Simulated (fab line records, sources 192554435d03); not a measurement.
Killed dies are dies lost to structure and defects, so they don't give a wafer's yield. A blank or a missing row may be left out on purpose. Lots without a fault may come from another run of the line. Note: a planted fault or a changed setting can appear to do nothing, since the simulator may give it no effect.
fab line records	flow n5_finfet
[record] lots = 10	wafers = 28	last_day = 17
route steps=1938 shown BEOL_M2@865 BEOL_M4@1111 PASSIVATION@1936
lots with no fault: from the same line, run without faults
start_h: hours from the record's opening day to when the first of the lot's shown wafers began	wait_h: hours since the lot's step before	" same as the row above	L1.1+2: a single row standing in for several wafers	- no value, or no start given	* or withheld: withheld	< > ~ a bound
route shown NAME@n: a module of which the file shows steps, and the number in the route of the first	usual: average and standard deviation across the fault-free wafers	same: alike in all rows	chamber/n: place in a boat	sites: readings site by site	_std_site: standard deviation across them	_edge_site: inner sites' mean taken away from outer sites' mean	radius_mm: for every site, how far away it sits from the centre of the wafer	mask NAME#n: copy n	behind: tool/chamber where the wafer was last shaped	hold: reason for holding the lot/hours on hold/outcome of the hold	device: the transistor (n, p or np) that didn't switch	end of line: the same wafers' tests at the end of the route	for a step that has no rows: nothing shown but its recipe	killed: dies that structure and defects cost at the first sort, which is not the same as the wafer's yield	map: a wafer's dies, marking killed ones x, the rest . and places with no die _
set.NAME: the setting that was run; set.NAME@STEP: the one run at that earlier step	model.NAME: the simulator's own value behind a step, which no gauge read
a sample of lots followed through the steps of the route, with each step as a table and each wafer as a row
services: from which hour (start_h, from the record's first day; less than 0 if before it) a tool's chamber was out of use, for how many hours, and why
[[steps]]
[step N5_BEOL_M2_STRIP_19]
[recipe] chemistry = O2	power_w = 400	temp_c = 40	pressure_mtorr = 30	rf_frequency_hz = 6e+07	bias_power_w = 0	overash_fraction = 0.2	o2_flow_sccm = 225
[usual] drypump_motor_current_A = 5.7/0.41	oes_product_au = 0.81/0.084	rf_vpp_V = 3.6/0.43	showerhead_plenum_p_Torr = 2.10/0.069	throttle_valve_pct = 16.65/0.18
[same] bias_power_w = 0
lot.wafer	tool	chamber	start_h	wait_h	drypump_motor_current_A	oes_product_au	rf_hours_counter_h	rf_vpp_V	showerhead_plenum_p_Torr	throttle_valve_pct
L700.1	rie_diel-05	3	165.44	0.1	6.3	0.68	241	3.9	2.14	16.83
L700.2	"	1	"	"	5.8	0.91	31	3.5	2.04	16.63
L700.4	"	2	"	"	5.8	0.87	44	3.4	2.05	16.78
L703.2	rie_diel-05	0	173.47	0.1	5.7	0.81	95	3.8	2.12	16.33
L703.3	"	1	"	"	5.9	0.91	35	3.8	2.04	16.63
L703.4	"	3	"	"	6.3	0.68	243	3.4	2.14	16.83
L704.2	rie_diel-05	3	173.51	0.1	6.3	0.68	243	3.7	2.14	16.82
L704.4	"	0	"	"	5.8	0.80	95	3.1	2.12	16.33
L704.5	"	0	"	"	5.8	0.80	-	3.9	2.12	16.33
L705.5	rie_diel-06	1	176.49	0.0	6.2	0.71	-	4.5	1.98	16.67
L705.6	"	2	"	"	5.2	0.86	-	3.9	2.22	16.47
L706.1	rie_diel-06	1	178.96	0.1	6.2	0.71	210	3.4	1.98	16.67
L706.6	"	1	"	"	6.1	0.70	-	4.0	1.98	16.66
L707.4	rie_diel-05	1	188.70	0.1	5.9	0.90	40	4.0	2.03	16.62
L707.5	"	2	"	"	5.8	0.86	-	3.2	2.05	16.80
L707.6	"	3	"	"	6.3	0.67	-	3.7	2.13	16.82
L709.1	rie_diel-05	2	214.17	0.2	5.7	0.85	61	3.3	2.05	16.82
L709.4	"	1	"	"	5.9	0.88	49	3.6	2.03	16.65
L709.5	"	2	"	"	5.7	0.85	-	3.8	2.05	16.82
L716.1	rie_diel-05	0	243.68	0.2	5.7	0.78	119	3.6	2.11	16.38
L716.4	"	2	"	"	5.8	0.85	70	3.4	2.05	16.84
L716.5	"	2	"	"	5.8	0.84	-	4.5	2.05	16.83
L719.2	rie_diel-06	3	274.00	0.2	5.1	0.90	22	3.3	2.16	16.62
L719.4	"	0	"	"	5.3	0.72	195	3.3	2.08	16.91
L719.5	"	0	"	"	5.3	0.72	-	3.7	2.08	16.92
L721.2	rie_diel-06	2	280.66	0.1	5.3	0.82	88	2.8	2.21	16.54
L721.3	"	1	"	"	6.1	0.68	248	4.0	1.96	16.75
L721.5	"	1	"	"	6.1	0.67	-	4.0	1.96	16.76
[step N5_BEOL_M2_CD_MEAS_28]
[recipe] target_cd_nm = 26.2	landing_energy_ev = 500	detector = se_inlens	target_cd_y_nm = 24.1	polarity = opening
[usual] cd_nm = 26.20/0.23
[same] landing_energy_ev = 500
lot.wafer	tool	chamber	start_h	wait_h	cd_nm
L700.1	cd_sem-02	0	165.82	-	26.18
L700.2	"	0	"	"	26.60
L700.4	"	0	"	"	26.26
L703.2	cd_sem-03	0	173.99	-	26.33
L703.3	"	0	"	"	26.07
L703.4	"	0	"	"	25.94
L704.2	cd_sem-03	0	174.17	-	25.93
L704.4	"	0	"	"	26.08
L704.5	"	0	"	"	26.64
L705.5	cd_sem-01	0	176.99	-	25.79
L705.6	"	0	"	"	26.15
L706.1	cd_sem-03	0	179.35	-	25.97
L706.6	"	0	"	"	26.33
L707.4	cd_sem-01	0	189.09	-	26.18
L707.5	"	0	"	"	26.55
L707.6	"	0	"	"	26.02
L709.1	cd_sem-03	0	214.55	-	26.19
L709.4	"	0	"	"	26.22
L709.5	"	0	"	"	26.53
L716.1	cd_sem-03	0	244.06	-	26.34
L716.4	"	0	"	"	26.06
L716.5	"	0	"	"	26.38
L719.2	cd_sem-02	0	274.39	-	25.83
L719.4	"	0	"	"	26.40
L719.5	"	0	"	"	26.10
L721.2	cd_sem-03	0	281.18	-	26.26
L721.3	"	0	"	"	25.87
L721.5	"	0	"	"	26.32
[step N5_BEOL_M2_ALD_98]
[recipe] material = SiO2	target_thk_a = 25	temp_c = 100	ald_precursor_family = BDEAS	ald_co_reactant = O2-plasma	pulse_time_s = 1	co_reactant_pulse_time_s = 1	purge_time_s = 2	co_reactant_purge_time_s = 2	ald_cycles = 17	pressure_torr = 2
[usual] ald_cycles = 17/0	chamber_pressure_Torr = 2.000/0.0041	heater_power_w = 77/5.9	precursor_pulse_height_rel = 1.000/0.02
[same] pulse_time_s = 1
lot.wafer	tool	chamber	start_h	wait_h	ald_cycles	chamber_pressure_Torr	heater_power_w	precursor_pulse_height_rel
L700.1	ald_sin-03	1	166.15	0.1	17	2.001	80	0.989
L700.2	"	0	"	"	17	2.007	77	0.961
L700.4	"	3	"	"	17	1.993	69	1.034
L703.2	ald_sin-04	0	174.51	0.1	17	2.004	75	0.995
L703.3	"	3	"	"	17	2.006	78	1.002
L703.4	"	1	"	"	17	1.999	70	0.998
L704.2	ald_sin-04	1	174.67	0.1	17	1.999	70	0.992
L704.4	"	0	"	"	17	1.997	73	1.019
L704.5	"	1	"	"	17	2.004	70	1.028
L705.5	ald_sin-03	2	177.29	0.1	17	1.999	82	0.975
L705.6	"	1	"	"	17	1.997	80	1.027
L706.1	ald_sin-04	1	180.33	0.8	17	2.004	67	0.995
L706.6	"	2	"	"	17	2.002	82	0.973
L707.4	ald_sin-04	1	189.35	0.1	25	2.002	70	1.003
L707.5	"	3	"	"	17	2.000	81	0.998
L707.6	"	2	"	"	17	2.003	78	0.973
L709.1	ald_sin-04	3	214.81	0.1	17	2.006	81	0.996
L709.4	"	1	"	"	25	1.992	70	1.001
L709.5	"	1	"	"	25	2.002	70	1.000
L716.1	ald_sin-03	2	245.35	0.3	17	1.999	83	1.028
L716.4	"	0	"	"	17	1.997	77	1.017
L716.5	"	2	"	"	17	2.006	82	0.992
L719.2	ald_sin-01	3	274.72	0.1	17	2.009	84	0.994
L719.4	"	2	"	"	17	1.998	63	0.988
L719.5	"	2	"	"	17	1.996	65	1.022
L721.2	ald_sin-03	0	281.43	0.1	17	2.003	80	1.025
L721.3	"	3	"	"	17	1.992	68	1.007
L721.5	"	0	"	"	17	2.007	78	1.016
[step N5_BEOL_M2_OCD_MEAS_38]
[usual] trench_depth_nm = 55.7/0.85
lot.wafer	tool	chamber	start_h	wait_h	trench_depth_nm
L700.1	ocd-02	-	167.78	-	56.3
L700.2	"	-	"	"	55.0
L700.4	"	-	"	"	55.6
L703.2	ocd-02	-	176.66	-	56.4
L703.3	"	-	"	"	56.0
L703.4	"	-	"	"	55.7
L704.2	ocd-02	-	177.90	-	56.2
L704.4	"	-	"	"	56.5
L704.5	"	-	"	"	56.0
L705.5	ocd-02	-	178.40	-	56.5
L705.6	"	-	"	"	56.2
L706.1	ocd-02	-	183.24	-	55.6
L706.6	"	-	"	"	57.1
L707.4	ocd-01	-	190.03	-	53.5
L707.5	"	-	"	"	55.5
L707.6	"	-	"	"	55.5
L709.1	ocd-01	-	222.71	-	54.9
L709.4	"	-	"	"	54.4
L709.5	"	-	"	"	55.1
L716.1	ocd-01	-	250.04	-	55.4
L716.4	"	-	"	"	53.5
L716.5	"	-	"	"	54.5
L719.2	ocd-02	-	281.18	-	56.2
L719.4	"	-	"	"	55.6
L719.5	"	-	"	"	55.0
L721.2	ocd-02	-	285.31	-	56.0
L721.3	"	-	"	"	55.2
L721.5	"	-	"	"	56.7
[step N5_BEOL_M4_RC_MEAS_101]
[usual] DIBL_N = 36.0/1.7	DIBL_P = 36.2/2.3	IOFF_N = 0.16/0.03	IOFF_P = 0.21/0.036	ION_N = 679/11	ION_P = 465/7.1	SS_N = 71.4/0.58	SS_P = 73.3/0.75	VT_N = 249/3.1	VT_P = -251/3.5
lot.wafer	tool	chamber	start_h	wait_h	DIBL_N[mV/V]	DIBL_P[mV/V]	IOFF_N[nA/um]	IOFF_P[nA/um]	ION_N[uA/um]	ION_P[uA/um]	SS_N[mV/dec]	SS_P[mV/dec]	VT_N[mV]	VT_P[mV]
L700.1	prober-01	0	195.63	0.0	35.6	34.1	0.13	0.19	674	466	70.8	73.0	251	-250
L700.2	"	0	"	"	35.3	33.5	0.13	0.18	663	456	70.8	74.0	251	-252
L700.4	"	0	"	"	34.7	32.8	0.12	0.17	664	458	70.5	72.7	250	-253
L703.2	prober-02	0	206.34	0.2	36.7	36.3	0.16	0.21	684	467	70.8	73.6	249	-251
L703.3	"	0	"	"	35.8	34.3	0.14	0.17	684	462	71.0	73.2	252	-254
L703.4	"	0	"	"	35.3	34.4	0.14	0.18	674	462	70.6	72.6	251	-250
L704.2	prober-02	0	207.27	0.5	36.0	36.1	0.16	0.22	680	466	71.1	73.6	250	-249
L704.4	"	0	"	"	36.5	37.2	0.17	0.23	685	469	71.6	73.7	247	-246
L704.5	"	0	"	"	37.4	38.2	0.18	0.25	682	469	72.0	74.6	248	-248
L706.1	prober-01	0	210.02	0.0	37.9	40.0	0.17	0.19	677	452	72.1	74.2	251	-259
L706.6	"	0	"	"	38.0	40.4	0.19	0.20	688	453	72.6	74.5	248	-258
L705.5	prober-01	0	214.48	0.6	34.2	34.3	0.13	0.19	670	454	71.1	73.6	251	-250
L705.6	"	0	"	"	36.1	35.9	0.17	0.21	683	465	72.0	73.6	249	-251
L707.4	prober-01	0	230.55	0.5	35.2	36.6	0.13	0.20	650	455	71.3	74.1	254	-251
L707.5	"	0	"	"	36.2	37.4	0.15	0.22	667	455	71.1	72.5	251	-250
L707.6	"	0	"	"	35.6	35.9	0.14	0.18	665	458	71.6	73.0	254	-254
L709.1	prober-01	0	250.71	0.0	33.8	34.2	0.14	0.20	687	469	71.0	72.1	248	-251
L709.4	"	0	"	"	36.4	37.2	0.19	0.24	695	475	72.4	73.2	242	-249
L709.5	"	0	"	"	33.5	33.8	0.14	0.19	684	473	70.9	73.0	249	-251
L716.1	prober-02	0	280.22	0.0	39.7	41.2	0.23	0.28	703	477	72.0	73.9	244	-247
L716.4	"	0	"	"	36.6	37.7	0.15	0.22	672	469	71.9	73.8	249	-250
L716.5	"	0	"	"	36.5	37.4	0.15	0.20	681	469	71.9	72.5	249	-250
L719.2	prober-01	0	313.77	0.2	37.9	36.6	0.17	0.21	691	463	71.6	73.4	248	-250
L719.4	"	0	"	"	38.5	37.6	0.20	0.24	696	469	71.7	74.8	245	-247
L719.5	"	0	"	"	37.8	37.1	0.19	0.22	703	470	71.1	73.7	245	-249
L721.2	prober-01	0	316.38	0.2	37.0	37.6	0.16	0.22	687	469	71.7	73.4	250	-251
L721.3	"	0	"	"	36.6	37.2	0.17	0.22	683	462	71.3	73.8	247	-252
L721.5	"	0	"	"	38.6	39.7	0.20	0.27	688	470	72.0	74.9	245	-249
[step N5_PASSIVATION_PROBE_49]
[usual] defect_limited_yield = 91.3/1.5	killed_at_M0_to_M3 = 31/11	killed_at_M4_up = 14/5.1	killed_at_contacts = 12/5.6	killed_at_front_end = 42/12	killed_at_other = 3.8/2.9	killed_dies = 103/18	killed_open = 67/14	killed_short = 33/8	sort_bin_5_function = 5.1/1	sort_bin_6_memory = 3.2/0.75	sort_n_pass = 1077/18	sort_yield_pct = 91.3/1.5
[same] gross_dies = 1180	killed_at_back_side = 0	sort_bin_4_leakage[%] = 0	sort_bin_8_speed[%] = 0
lot.wafer	tool	chamber	start_h	wait_h	defect_limited_yield[%]	killed_at_M0_to_M3	killed_at_M4_up	killed_at_contacts	killed_at_front_end	killed_at_other	killed_dies	killed_open	killed_short	sort_bin_5_function[%]	sort_bin_6_memory[%]	sort_n_pass	sort_yield_pct[%]
L704.2	prober-01	-	331.52	0.1	90.0	37	21	14	40	6	118	87	31	4.8	5.0	1062	90.0
L704.4	prober-01	-	331.62	0.2	92.3	22	12	13	43	1	91	68	23	4.7	2.8	1089	92.3
L704.5	prober-01	-	331.67	0.2	92.7	31	18	3	33	1	86	52	34	4.8	2.2	1094	92.7
L707.4	prober-02	-	349.86	2.6	93.5	8	12	7	44	6	77	45	31	3.7	2.7	1103	93.5
L707.5	prober-02	-	349.91	2.6	92.2	14	21	4	41	12	92	58	30	4.2	3.1	1088	92.2
L707.6	prober-02	-	349.96	2.7	93.1	13	14	9	42	3	81	50	30	3.7	2.9	1099	93.1
L709.4	prober-01	-	364.79	0.2	89.6	40	14	7	51	11	123	73	40	6.3	3.1	1057	89.6
// killed by level:class
L704.2 MOL_CONTACT_COAG:geometric_particle:open=12 STI_FIN_REVEAL:geometric_particle:open=11 BEOL_M4:geometric_particle:open=11 BEOL_M3:geometric_particle:open=8 FIN_SAQP:geometric_particle:open=5 FIN_SAQP:geometric_particle:short=5 BEOL_M0_SAQP:geometric_particle:short=5 BEOL_M0_SAQP:geometric_particle:open=5
L704.4 STI_FIN_REVEAL:geometric_particle:open=21 MOL_CONTACT_COAG:geometric_particle:open=12 BEOL_M4:geometric_particle:open=5 FIN_SAQP:geometric_particle:open=4 GATE_CUT:geometric_particle:short=4 BEOL_M0_SAQP:geometric_particle:open=4 BEOL_M0_SAQP:geometric_particle:short=4 BEOL_M1:geometric_particle:open=4
L704.5 FIN_SAQP:geometric_particle:short=11 BEOL_M4:geometric_particle:open=11 BEOL_M0_SAQP:geometric_particle:short=8 BEOL_M0_SAQP:geometric_particle:open=7 BEOL_M2:geometric_particle:open=6 FIN_SAQP:geometric_particle:open=4 DUMMY_GATE:geometric_particle:open=4 GATE_CUT:geometric_particle:open=3
L707.4 FIN_SAQP:geometric_particle:open=8 FIN_SAQP:geometric_particle:short=6 STI_FIN_REVEAL:geometric_particle:open=6 GATE_CUT:geometric_particle:short=6 MOL_CONTACT_COAG:geometric_particle:open=6 DUMMY_GATE:geometric_particle:short=4 DUMMY_GATE:geometric_particle:open=4 BEOL_M5:geometric_particle:open=4
L707.5 FIN_SAQP:geometric_particle:open=8 DUMMY_GATE:geometric_particle:open=8 FIN_SAQP:geometric_particle:short=7 BEOL_M4:geometric_particle:open=7 BEOL_M5:geometric_particle:open=6 PAD_METAL:geometric_particle:short=4 GATE_CUT:geometric_particle:short=3 BEOL_M0_SAQP:geometric_particle:open=3
L707.6 FIN_SAQP:geometric_particle:open=11 FIN_SAQP:geometric_particle:short=9 MOL_CONTACT_COAG:geometric_particle:open=8 DUMMY_GATE:geometric_particle:open=4 BEOL_M1:geometric_particle:open=4 BEOL_M4:geometric_particle:open=4 STI_FIN_REVEAL:geometric_particle:open=3 GATE_CUT:geometric_particle:short=3
L709.4 BEOL_M3:geometric_particle:open=11 STI_FIN_REVEAL:geometric_particle:open=10 BEOL_M0_SAQP:geometric_particle:open=9 BEOL_M0_SAQP:geometric_particle:short=9 HKMG_FIN:area_etch=9 FIN_SAQP:geometric_particle:short=8 BEOL_M2:geometric_particle:open=7 FIN_SAQP:geometric_particle:open=5
[[services]]
tool	chamber	start_h	hours	kind
ald_sin-03	1	155.05	4.3	repair
ald_sin-04	3	161.32	9.1	repair
rie_diel-06	3	166.60	-	clean
rie_diel-06	3	166.60	-	consumable_replace:focus_ring
ald_sin-01	-	178.60	14.0	pm
ald_sin-01	0	178.60	14.0	vent_cycle
ald_sin-01	1	178.60	14.0	vent_cycle
ald_sin-01	2	178.60	14.0	vent_cycle
rie_diel-05	3	194.37	-	clean
rie_diel-05	3	194.37	-	consumable_replace:focus_ring
rie_diel-05	3	194.37	13.7	scheduled_down
rie_diel-05	3	194.37	13.7	vent_cycle
ald_sin-03	3	212.51	5.3	repair
ald_sin-03	1	221.01	18.6	repair
ald_sin-04	1	221.87	4.1	repair
rie_diel-06	3	225.92	16.6	repair
ald_sin-03	-	247.27	2.8	pm
ald_sin-04	2	255.77	4.5	repair
ald_sin-03	0	257.92	3.9	repair
ald_sin-04	-	268.25	14.0	pm
ald_sin-04	0	268.25	14.0	vent_cycle
ald_sin-04	1	268.25	14.0	vent_cycle
ald_sin-04	2	268.25	14.0	vent_cycle
ald_sin-04	3	268.25	14.0	vent_cycle
[[key]]
[first_sign] step = N5_BEOL_M2_ALD_98	reading = ald_cycles	direction = up	sigmas = 99+	usual = *	struck = *
effect none on later readings
met_at N5_BEOL_M2_ALD_98
struck_lots L707,L709
struck_wafers L707.4,L709.4,L709.5
not_acting_at N5_BEOL_M2_STRIP_19,N5_BEOL_M2_CD_MEAS_28,N5_BEOL_M2_OCD_MEAS_38
onset_between 180.33 189.35
[fault] kind = process_parameter_drift	tool = ald_sin-04	chamber = 1	onset_h = 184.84	steps = N5_BEOL_M2_ALD_98	channel = ald_cycles	offset = *	shape = step	end_h = 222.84	acts_in = *	stated = *
